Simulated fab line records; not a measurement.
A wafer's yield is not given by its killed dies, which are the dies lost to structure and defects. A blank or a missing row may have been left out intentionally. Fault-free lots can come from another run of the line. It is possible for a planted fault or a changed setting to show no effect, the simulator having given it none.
The tool behind it: which one? + flow n5Finfet + 12 lots (36 wafers sampled), 1 step of a 1938-step route

WHAT THE GAUGES SHOWED, per wafer
N5_BEOL_M3_OVL_MEAS_29.
| lot  | measured     | on         | V2_OVL (nm)    |
|------|--------------|------------|----------------|
| L075 | day 7 03:58  | overlay-01 | 1.6 0.5 0.2    |
| L077 | day 7 23:42  | overlay-01 | 1.1 1.0 1.5    |
| L079 | day 8 07:34  | overlay-01 | 0.9 0.7 0.6    |
| L081 | day 8 20:09  | overlay-01 | 0.2 0.2 0.0    |
| L083 | day 9 14:48  | overlay-02 | -0.1 -0.1 0.5  |
| L085 | day 10 03:54 | overlay-01 | 0.5 0.5 1.0    |
| L087 | day 10 15:44 | overlay-01 | 0.7 0.6 0.7    |
| L090 | day 11 01:32 | overlay-02 | 0.2 -0.2 0.4   |
| L091 | day 11 11:40 | overlay-01 | -0.2 -0.9 -0.2 |
| L093 | day 11 18:23 | overlay-02 | -1.6 -1.6 -1.4 |
| L095 | day 12 22:06 | overlay-02 | 0.4 -0.4 -0.2  |
| L097 | day 13 04:10 | overlay-02 | -1.5 -0.4 -0.6 |

TOOL THAT RAN EACH LOT (tool first, then ch and the chambers of the sampled wafers, then the start)
Record: no process step prior to these readings.

THE ANSWER, worked out from the rows above alone
Rule: usual is defined by the lots themselves. The widest of any qualifying gaps counts: lots, ordered by their means at a reading, are off when they make up no more than a third of the lots, leave a main group of 4 or more, and stand apart from it by 3 or more times the standard deviation of that group's means. If all means in a main group match to the digits the tables above print for the reading, that group is not used. Also off: a lot with no number at a reading for which 4 or more lots have one. Where the step has rows for the other lots, those lots are counted as sound.
No lot is off on any of the readings shown, so nothing can be concluded from this.

WHAT HAD BEEN PUT IN BY THE SIMULATOR
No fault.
